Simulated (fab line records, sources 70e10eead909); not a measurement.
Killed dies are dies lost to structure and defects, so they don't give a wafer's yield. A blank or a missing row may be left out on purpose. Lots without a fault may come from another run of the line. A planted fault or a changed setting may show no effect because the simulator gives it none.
Chamber matching | flow nand_harc | NHARC_P_CONTACT_DEP_30 on pecvd-01: 3 sister chambers
The step deposits SiNx, target thk 30 nm. 3 wafers are shown with their chamber, then 8 later ones without.

WAFERS WITH THEIR CHAMBER
wafer  | chamber | heater_power_outer_w (W)
L539.2 | 0       | 549
L547.1 | 1       | 412
L547.2 | 2       | 436

WAFERS WITHOUT THEIR CHAMBER
wafer  | heater_power_outer_w (W)
L547.3 | 573
L548.3 | 355
L548.5 | 370
L548.6 | 428
L549.3 | 404
L549.4 | 480
L549.6 | 356
L551.4 | 534

WHICH CHAMBER EACH WENT THROUGH
wafer  | from the rows above          | in truth
L547.3 | 0                            | 0
L548.3 | can't be placed: 1 or 2      | 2
L548.5 | can't be placed: 1 or 2      | 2
L548.6 | can't be placed: 2 or 1      | 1
L549.3 | can't be placed: 1 or 2      | 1
L549.4 | can't be placed: 2 or 1 or 0 | 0
L549.6 | can't be placed: 1 or 2      | 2
L551.4 | 0                            | 0
Placed correctly: 2 of 8. Can't be placed from these rows: 6 (the true chamber is among the candidates in 6). Placed wrongly: 0.
How it was worked out, from the rows above alone: a wafer's distance from a chamber is the root of the sum, over the readings, of the square of ((its reading less the chamber's mean) divided by the reading's scatter). The wafer belongs to the nearest chamber; if the next one is less than 2 further off, it can't be placed. A chamber's mean is the mean of its shown wafers. The scatter: with one shown wafer a chamber, the root of the mean of the squares of how far each hidden wafer lies from its nearest shown one.
